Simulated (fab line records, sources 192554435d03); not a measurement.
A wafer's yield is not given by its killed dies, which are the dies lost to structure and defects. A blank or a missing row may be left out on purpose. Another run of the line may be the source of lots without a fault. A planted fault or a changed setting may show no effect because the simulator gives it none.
3 desks looking at one fault ; flow n5-finfet ; every desk sees just its own numbers, and what lay behind them comes last

## THE DEFECT DESK
For each lot, the counts of the inspections along the route, averaged over the sampled wafers that have a number. A lot is out of limits, marked OUT, if its mean lies more than 4 standard deviations from the usual mean; the brackets give that distance.
Columns: A = raw-defect-count at N5_FIN_SAQP_INSPECT_18, usual 422
lot;first seen here;A
L570;day 1 21:22;374
L581;day 4 17:46;545
L587;day 6 03:39;360
L591;day 7 04:14;447
L593;day 7 15:40;472
This desk found nothing out of limits on any of the 5 lots.

## TOOL OWNER'S DESK, pecvd-04
The tool's own readings at N5_FIN_SAQP_HM_DEP_72 (deposits SiO2 from SiH4/N2O, target thk 12 nm, time 7.2 s): means of the sampled wafers that have a number, for each lot that ran on this tool. A lot is out of limits, marked OUT, if its mean lies more than 4 standard deviations from the usual mean; the brackets give that distance.
Columns: A = heater-power-outer-w at N5_FIN_SAQP_HM_DEP_72, usual 502 W; B = heater-power-w at N5_FIN_SAQP_HM_DEP_72, usual 811 W; C = showerhead-plenum-p-Torr at N5_FIN_SAQP_HM_DEP_72, usual 8.16 Torr
lot;first seen here;A;B;C
L570;day 1 20:51;438;708;8.16
L581;day 4 17:23;467;758;8.15
This desk found nothing out of limits on any of the 2 lots.

## THE METROLOGY DESK
What the gauges read for every lot (on any tool): the sampled wafers with a number, averaged. A lot is out of limits, marked OUT, if its mean lies more than 4 standard deviations from the usual mean; the brackets give that distance. Only the readings that lie furthest out on some lot appear, 7 of the 14 it has.
Columns: A = cd-nm at N5_FIN_SAQP_CD_MEAS_16, usual 35.7 nm; B = FIN_CORE_OVL at N5_FIN_SAQP_OVL_MEAS_17, usual 0.4 nm; C = ION_N at N5_BEOL_M4_RC_MEAS_101, usual 672 uA/um; D = ION_P at N5_BEOL_M4_RC_MEAS_101, usual 461 uA/um; E = SS_N at N5_BEOL_M4_RC_MEAS_101, usual 71.4 mV/dec; F = VT_N at N5_BEOL_M4_RC_MEAS_101, usual 250 mV; G = VT_P at N5_BEOL_M4_RC_MEAS_101, usual -251 mV
lot;first seen here;A;B;C;D;E;F;G
L570;day 1 20:36;35.5;-1.6;677;461;71.7;247;-252
L581;day 4 17:08;36.0;1.8;671;458;71.8;249;-252
L587;day 6 03:01;35.8;0.3;658;456;70.5;252;-253
L591;day 7 03:36;35.3;0.3;682;472;71.3;248;-246
L593;day 7 14:54;35.6;-0.2;691;473;71.8;245;-248
This desk found nothing out of limits on any of the 5 lots.

## ALL TOGETHER
No out-of-limits result turned up at the defect desk.
The desk of the tool owner found nothing out of limits.
From the metrology desk's view, nothing was out of limits.

## WHAT WAS PUT IN BY THE SIMULATOR
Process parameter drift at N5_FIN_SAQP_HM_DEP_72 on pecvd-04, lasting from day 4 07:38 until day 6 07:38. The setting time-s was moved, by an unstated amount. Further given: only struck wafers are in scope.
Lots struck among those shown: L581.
